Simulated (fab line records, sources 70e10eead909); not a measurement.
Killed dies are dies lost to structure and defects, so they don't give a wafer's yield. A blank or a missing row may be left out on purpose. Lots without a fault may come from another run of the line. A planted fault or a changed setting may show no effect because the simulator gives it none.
Chamber matching | flow nand_harc | NHARC_A_CONTACT_ALD_18 on ald_metal-01: 4 sister chambers
The step deposits TiN, target thk 3 nm, pulse time 1 s, ald cycles 150. 4 wafers are shown with their chamber, then 12 later ones without.

WAFERS WITH THEIR CHAMBER
wafer  | chamber | heater_power_w (W)
L086.6 | 1       | 1240
L089.3 | 2       | 1144
L089.4 | 3       | 1154
L089.5 | 0       | 990

WAFERS WITHOUT THEIR CHAMBER
wafer  | heater_power_w (W)
L090.2 | 1223
L090.3 | 1148
L090.5 | 1145
L091.3 | 1149
L091.5 | 1117
L091.6 | 1222
L095.1 | 1127
L095.2 | 1305
L095.3 | 964
L095.4 | 1128
L095.5 | 1141
L095.6 | 1315

WHICH CHAMBER EACH WENT THROUGH
wafer  | from the rows above          | in truth
L090.2 | can't be placed: 1 or 3 or 2 | 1
L090.3 | can't be placed: 2 or 3      | 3
L090.5 | can't be placed: 2 or 3      | 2
L091.3 | can't be placed: 2 or 3      | 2
L091.5 | can't be placed: 2 or 3      | 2
L091.6 | can't be placed: 1 or 3 or 2 | 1
L095.1 | can't be placed: 2 or 3      | 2
L095.2 | 1                            | 1
L095.3 | 0                            | 0
L095.4 | can't be placed: 2 or 3      | 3
L095.5 | can't be placed: 2 or 3      | 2
L095.6 | 1                            | 1
Placed correctly: 3 of 12. Can't be placed from these rows: 9 (the true chamber is among the candidates in 9). Placed wrongly: 0.
How it was worked out, from the rows above alone: a wafer's distance from a chamber is the root of the sum, over the readings, of the square of ((its reading less the chamber's mean) divided by the reading's scatter). The wafer belongs to the nearest chamber; if the next one is less than 2 further off, it can't be placed. A chamber's mean is the mean of its shown wafers. The scatter: with one shown wafer a chamber, the root of the mean of the squares of how far each hidden wafer lies from its nearest shown one.
